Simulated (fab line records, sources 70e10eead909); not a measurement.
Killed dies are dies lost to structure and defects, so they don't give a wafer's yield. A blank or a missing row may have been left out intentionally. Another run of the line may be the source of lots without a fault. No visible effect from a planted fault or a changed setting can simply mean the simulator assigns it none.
fab line records | flow nand_harc | part 2 of 2: steps 21 to 26 of 26
record: lots: 5 | wafers: 15 | last_day: 33
route steps=1302 shown A_STAIRCASE@717
lots untouched by any fault: they come from a run of this same line in which no faults occurred
start_h: hours from the record's first day to the start of the lot's first wafer shown | wait_h: how many hours have passed since the lot's step before this one | " as in the row above | L1.1+2: one row covering several wafers at once | - no value present, or no start provided | * or withheld: withheld | < > ~ a bound
route shown NAME@n: a module of which the file shows steps, and the number in the route of the first | usual: average and standard deviation across the fault-free wafers | same: alike in all rows | chamber/n: place in a boat | sites: the reading at each site | _std_site: the values' standard deviation | _edge_site: outer sites' mean less inner sites' | radius_mm: how far each site lies from the wafer's centre | mask NAME#n: copy n | behind: the last tool/chamber to shape the wafer | hold: cause of the lot's hold/its duration in hours/its outcome | device: names the non-switching transistor (n, p or np) | end of line: tests run on the same wafers once the route is complete | a step without rows: its recipe alone | killed: dies that structure and defects cost at the first sort, which is not the same as the wafer's yield | map: per-die view of a wafer (x killed, . not killed, _ where there is no die)
set.NAME: setting as actually run; set.NAME@STEP: the setting as run at that earlier step | model.NAME: the simulator's own value behind a step, which no gauge read
lots at some steps of the route; a table a step, a row a wafer
services: a tool's chamber out of use, with start hour (start_h, from the record's first day; less than 0 if before it), hours out, and reason
== steps ==
step: NHARC_A_STAIRCASE_ETCH_225
recipe: target_depth_a: 1000 | time_s: 40.5 | ion_energy_ev: 400 | c4f8_flow_sccm: 20 | o2_flow_sccm: 10 | ar_flow_sccm: withheld | rf_w: 600 | bias_w: 1000 | chemistry: C4F8/O2
usual: bias_w: 1000/3.1 | oes_product_au: 0.940/0.011 | rf_vpp_V: 899/5.1
lot.wafer | tool        | chamber | start_h | wait_h | bias_w | oes_product_au | rf_hours_counter_h | rf_vpp_V
L082.4    | rie_diel-04 | 0       | -       | -      | 1006   | 0.931          | 25                 | 900
L082.2    | "           | 3       | "       | "      | 1000   | 0.938          | 24                 | 904
L082.5    | "           | 1       | "       | "      | 1001   | 0.960          | -                  | 886
L090.2    | rie_diel-04 | 3       | -       | -      | 1002   | 0.939          | 50                 | 903
L090.3    | "           | 0       | "       | "      | 998    | 0.922          | 53                 | 900
L090.6    | "           | 1       | "       | "      | 998    | 0.954          | -                  | 887
L091.2    | rie_diel-04 | 0       | -       | -      | 998    | 0.929          | 54                 | 897
L091.6    | "           | 1       | "       | "      | 999    | 0.950          | -                  | 887
L091.5    | "           | 0       | "       | "      | 1005   | 0.930          | -                  | 899
L095.4    | rie_diel-04 | 0       | -       | -      | 999    | 0.930          | 17                 | 900
L095.1    | "           | 1       | "       | "      | 1004   | 0.948          | 16                 | 906
L095.3    | "           | 2       | "       | "      | 997    | 0.950          | 13                 | 896
L096.4    | rie_diel-04 | 3       | -       | -      | 999    | 0.943          | 21                 | 903
L096.2    | "           | 0       | "       | "      | 1001   | 0.919          | 19                 | 900
L096.5    | "           | 0       | "       | "      | 1000   | 0.917          | -                  | 901
step: NHARC_A_STAIRCASE_TRIM_226
recipe: time_s: 211.2 | o2_flow_sccm: 500 | ar_flow_sccm: 0 | bias_w: 0 | chemistry: O2
usual: drypump_motor_current_A: 5.6/0.44 | oes_product_au: 0.998/0.01 | rf_vpp_V: 58.0/0.8 | showerhead_plenum_p_Torr: 3.60/0.14 | throttle_valve_pct: 17.037/0.009
same: bias_w: 0
lot.wafer | tool        | chamber | start_h | wait_h | drypump_motor_current_A | oes_product_au | rf_hours_counter_h | rf_vpp_V | showerhead_plenum_p_Torr | throttle_valve_pct
L082.4    | rie_diel-04 | 0       | -       | -      | 5.4                     | 0.994          | 25                 | 58.0     | 3.65                     | 17.050
L082.2    | "           | 1       | "       | "      | 6.0                     | 1.019          | 16                 | 57.1     | 3.28                     | 17.038
L082.5    | "           | 3       | "       | "      | 5.6                     | 0.998          | -                  | 58.0     | 3.76                     | 17.045
L090.2    | rie_diel-04 | 1       | -       | -      | 6.0                     | 1.028          | 42                 | 56.6     | 3.26                     | 17.038
L090.3    | "           | 3       | "       | "      | 5.5                     | 1.005          | 50                 | 58.0     | 3.75                     | 17.036
L090.6    | "           | 0       | "       | "      | 5.3                     | 0.998          | -                  | 58.7     | 3.64                     | 17.052
L091.2    | rie_diel-04 | 3       | -       | -      | 5.5                     | 1.005          | 51                 | 58.7     | 3.75                     | 17.038
L091.6    | "           | 1       | "       | "      | 6.0                     | 1.024          | -                  | 57.1     | 3.26                     | 17.035
L091.5    | "           | 0       | "       | "      | 5.3                     | 0.991          | -                  | 57.8     | 3.64                     | 17.030
L095.4    | rie_diel-04 | 0       | -       | -      | 5.3                     | 0.973          | 17                 | 58.4     | 3.63                     | 17.036
L095.1    | "           | 2       | "       | "      | 4.9                     | 1.003          | 13                 | 58.4     | 3.56                     | 17.044
L095.3    | "           | 3       | "       | "      | 5.6                     | 0.984          | 18                 | 59.4     | 3.74                     | 17.041
L096.4    | rie_diel-04 | 1       | -       | -      | 6.0                     | 1.009          | 17                 | 57.9     | 3.80                     | 17.043
L096.2    | "           | 2       | "       | "      | 4.9                     | 1.004          | 15                 | 56.8     | 3.56                     | 17.031
L096.5    | "           | 0       | "       | "      | 5.3                     | 0.980          | -                  | 58.0     | 3.62                     | 17.016
step: NHARC_A_STAIRCASE_ETCH_227
recipe: target_depth_a: 1000 | time_s: 40.5 | ion_energy_ev: 400 | c4f8_flow_sccm: 20 | o2_flow_sccm: 10 | ar_flow_sccm: withheld | rf_w: 600 | bias_w: 1000 | chemistry: C4F8/O2
usual: bias_w: 1001/3.1 | oes_product_au: 0.943/0.0092 | rf_vpp_V: 899/5.1
lot.wafer | tool        | chamber | start_h | wait_h | bias_w | oes_product_au | rf_hours_counter_h | rf_vpp_V
L082.4    | rie_diel-04 | 2       | -       | -      | 997    | 0.947          | 22                 | 897
L082.2    | "           | 3       | "       | "      | 1001   | 0.943          | 24                 | 905
L082.5    | "           | 0       | "       | "      | 993    | 0.940          | -                  | 900
L090.2    | rie_diel-04 | 3       | -       | -      | 999    | 0.945          | 50                 | 904
L090.3    | "           | 0       | "       | "      | 1000   | 0.930          | 53                 | 901
L090.6    | "           | 0       | "       | "      | 1001   | 0.940          | -                  | 900
L091.2    | rie_diel-04 | 1       | -       | -      | 1002   | 0.951          | 43                 | 887
L091.5    | "           | 0       | "       | "      | 1001   | 0.936          | -                  | 901
L091.6    | "           | 3       | "       | "      | 1001   | 0.936          | -                  | 905
L095.3    | rie_diel-04 | 3       | -       | -      | 999    | 0.950          | 18                 | 904
L095.1    | "           | 0       | "       | "      | 997    | 0.932          | 17                 | 899
L095.4    | "           | 1       | "       | "      | 999    | 0.948          | 16                 | 906
L096.4    | rie_diel-04 | 2       | -       | -      | 1002   | 0.947          | 15                 | 898
L096.2    | "           | 0       | "       | "      | 1004   | 0.929          | 19                 | 899
L096.5    | "           | 1       | "       | "      | 1003   | 0.951          | -                  | 904
step: NHARC_A_STAIRCASE_TRIM_229
recipe: time_s: 211.2 | o2_flow_sccm: 500 | ar_flow_sccm: 0 | bias_w: 0 | chemistry: O2
usual: drypump_motor_current_A: 5.6/0.45 | oes_product_au: 0.999/0.011 | rf_vpp_V: 57.9/0.99 | showerhead_plenum_p_Torr: 3.59/0.15 | throttle_valve_pct: 17.036/0.0094
same: bias_w: 0
lot.wafer | tool        | chamber | start_h | wait_h | drypump_motor_current_A | oes_product_au | rf_hours_counter_h | rf_vpp_V | showerhead_plenum_p_Torr | throttle_valve_pct
L082.2    | rie_diel-02 | 3       | 443.76  | 0.1    | 5.1                     | 0.991          | 14                 | 57.6     | 3.50                     | 17.033
L082.4    | "           | 1       | "       | "      | 5.7                     | 0.981          | 16                 | 58.5     | 3.80                     | 17.056
L082.5    | "           | 3       | "       | "      | 5.2                     | 0.997          | -                  | 57.5     | 3.50                     | 17.016
L090.2    | rie_diel-04 | 1       | 529.14  | 0.1    | 6.0                     | 1.027          | 42                 | 56.4     | 3.26                     | 17.032
L090.3    | "           | 3       | "       | "      | 5.6                     | 1.014          | 50                 | 58.4     | 3.75                     | 17.037
L090.6    | "           | 0       | "       | "      | 5.3                     | 0.995          | -                  | 57.3     | 3.64                     | 17.038
L091.2    | rie_diel-04 | 1       | 530.70  | 0.1    | 6.0                     | 1.024          | 43                 | 58.5     | 3.26                     | 17.014
L091.6    | "           | 1       | "       | "      | 6.0                     | 1.015          | -                  | 55.8     | 3.26                     | 17.036
L091.5    | "           | 3       | "       | "      | 5.5                     | 0.998          | -                  | 58.3     | 3.75                     | 17.039
L095.4    | rie_diel-04 | 3       | 583.07  | 0.1    | 5.6                     | 0.991          | 19                 | 59.1     | 3.74                     | 17.025
L095.1    | "           | 0       | "       | "      | 5.3                     | 0.981          | 17                 | 57.6     | 3.63                     | 17.029
L095.3    | "           | 1       | "       | "      | 6.0                     | 1.004          | 16                 | 60.2     | 3.80                     | 17.028
L096.4    | rie_diel-02 | 3       | 587.93  | 0.1    | 5.1                     | 0.990          | 2                  | 56.0     | 3.48                     | 17.039
L096.2    | "           | 1       | "       | "      | 5.7                     | 0.987          | 2                  | 58.1     | 3.77                     | 17.028
L096.5    | "           | 0       | "       | "      | 6.4                     | 1.003          | -                  | 57.0     | 3.63                     | 17.045
step: NHARC_A_STAIRCASE_ETCH_230
recipe: target_depth_a: 1000 | time_s: 40.5 | ion_energy_ev: 400 | c4f8_flow_sccm: 20 | o2_flow_sccm: 10 | ar_flow_sccm: withheld | rf_w: 600 | bias_w: 1000 | chemistry: C4F8/O2
usual: bias_w: 999/3.1 | oes_product_au: 0.950/0.017 | rf_vpp_V: 898/5.7
lot.wafer | tool        | chamber | start_h | wait_h | bias_w | oes_product_au | rf_hours_counter_h | rf_vpp_V
L082.2    | rie_diel-02 | 3       | -       | -      | 997    | 0.954          | 14                 | 895
L082.4    | "           | 2       | "       | "      | 995    | 0.958          | 16                 | 893
L082.5    | "           | 3       | "       | "      | 996    | 0.956          | -                  | 896
L090.2    | rie_diel-04 | 1       | -       | -      | 996    | 0.955          | 42                 | 886
L090.3    | "           | 3       | "       | "      | 1000   | 0.942          | 50                 | 905
L090.6    | "           | 1       | "       | "      | 996    | 0.959          | -                  | 885
L091.2    | rie_diel-04 | 3       | -       | -      | 998    | 0.940          | 51                 | 902
L091.5    | "           | 1       | "       | "      | 1003   | 0.966          | -                  | 886
L091.6    | "           | 0       | "       | "      | 1007   | 0.933          | -                  | 899
L095.4    | rie_diel-04 | 1       | -       | -      | 1002   | 0.949          | 16                 | 906
L095.1    | "           | 2       | "       | "      | 997    | 0.956          | 13                 | 897
L095.3    | "           | 3       | "       | "      | 1002   | 0.936          | 19                 | 903
L096.2    | rie_diel-02 | 2       | -       | -      | 990    | 0.970          | 2                  | 893
L096.4    | "           | 3       | "       | "      | 1002   | 0.951          | 2                  | 896
L096.5    | "           | 1       | "       | "      | 1002   | 0.970          | -                  | 903
step: NHARC_A_STAIRCASE_TRIM_231
recipe: time_s: 211.2 | o2_flow_sccm: 500 | ar_flow_sccm: 0 | bias_w: 0 | chemistry: O2
usual: drypump_motor_current_A: 5.6/0.44 | oes_product_au: 0.999/0.012 | rf_vpp_V: 57.9/0.9 | showerhead_plenum_p_Torr: 3.59/0.15 | throttle_valve_pct: 17.036/0.0097
same: bias_w: 0
lot.wafer | tool        | chamber | start_h | wait_h | drypump_motor_current_A | oes_product_au | rf_hours_counter_h | rf_vpp_V | showerhead_plenum_p_Torr | throttle_valve_pct
L082.4    | rie_diel-02 | 3       | -       | -      | 5.1                     | 0.996          | 15                 | 58.6     | 3.50                     | 17.050
L082.2    | "           | 1       | "       | "      | 5.7                     | 0.977          | 16                 | 58.1     | 3.80                     | 17.038
L082.5    | "           | 3       | "       | "      | 5.1                     | 0.994          | -                  | 58.2     | 3.50                     | 17.020
L090.2    | rie_diel-04 | 0       | -       | -      | 5.3                     | 0.996          | 53                 | 59.3     | 3.64                     | 17.035
L090.3    | "           | 1       | "       | "      | 6.0                     | 1.022          | 42                 | 58.4     | 3.26                     | 17.036
L090.6    | "           | 1       | "       | "      | 6.0                     | 1.011          | -                  | 57.7     | 3.26                     | 17.034
L091.2    | rie_diel-04 | 1       | -       | -      | 6.0                     | 1.026          | 43                 | 56.8     | 3.26                     | 17.020
L091.6    | "           | 1       | "       | "      | 6.0                     | 1.020          | -                  | 56.7     | 3.26                     | 17.042
L091.5    | "           | 3       | "       | "      | 5.6                     | 1.004          | -                  | 59.4     | 3.75                     | 17.011
L095.1    | rie_diel-04 | 3       | -       | -      | 5.6                     | 0.998          | 19                 | 58.4     | 3.74                     | 17.038
L095.4    | "           | 0       | "       | "      | 5.3                     | 0.992          | 17                 | 56.8     | 3.63                     | 17.038
L095.3    | "           | 2       | "       | "      | 4.8                     | 1.008          | 13                 | 56.5     | 3.56                     | 17.039
L096.2    | rie_diel-02 | 2       | -       | -      | 5.3                     | 0.990          | 2                  | 57.8     | 3.44                     | 17.048
L096.4    | "           | 3       | "       | "      | 5.1                     | 0.978          | 2                  | 57.6     | 3.48                     | 17.025
L096.5    | "           | 2       | "       | "      | 5.3                     | 0.993          | -                  | 57.3     | 3.44                     | 17.052
== services ==
tool            | chamber | start_h | hours | kind
wet_bench-02    | -       | 420.00  | 8.0   | pm
litho_track-07  | -       | 426.00  | 7.0   | pm
plasma_asher-02 | -       | 426.19  | 9.0   | pm
krf_scanner-01  | -       | 429.29  | 1.5   | repair
krf_scanner-02  | -       | 439.37  | 4.0   | pm
litho_track-03  | -       | 450.00  | 7.0   | pm
rie_diel-02     | 1       | 456.38  | 13.6  | repair
krf_scanner-02  | -       | 473.77  | 0.7   | repair
litho_track-05  | -       | 474.01  | 7.0   | pm
rie_diel-02     | 2       | 484.70  | 7.0   | repair
rie_diel-13     | 3       | 494.61  | 6.4   | repair
rie_diel-02     | -       | 500.91  | 1.5   | repair
rie_diel-02     | 3       | 511.44  | 34.3  | repair
plasma_asher-01 | -       | 519.00  | 9.0   | pm
rie_diel-13     | -       | 519.67  | 9.0   | pm
rie_diel-04     | 2       | 526.64  | 16.0  | repair
wet_bench-09    | -       | 528.86  | 8.0   | pm
krf_scanner-01  | -       | 531.39  | 0.7   | repair
rie_diel-04     | -       | 532.05  | 9.0   | pm
krf_scanner-01  | -       | 538.00  | 4.0   | pm
wet_bench-02    | -       | 541.76  | 4.9   | repair
krf_scanner-01  | -       | 543.06  | 0.3   | repair
krf_scanner-03  | -       | 568.02  | 4.0   | pm
rie_diel-02     | -       | 571.62  | 9.0   | pm
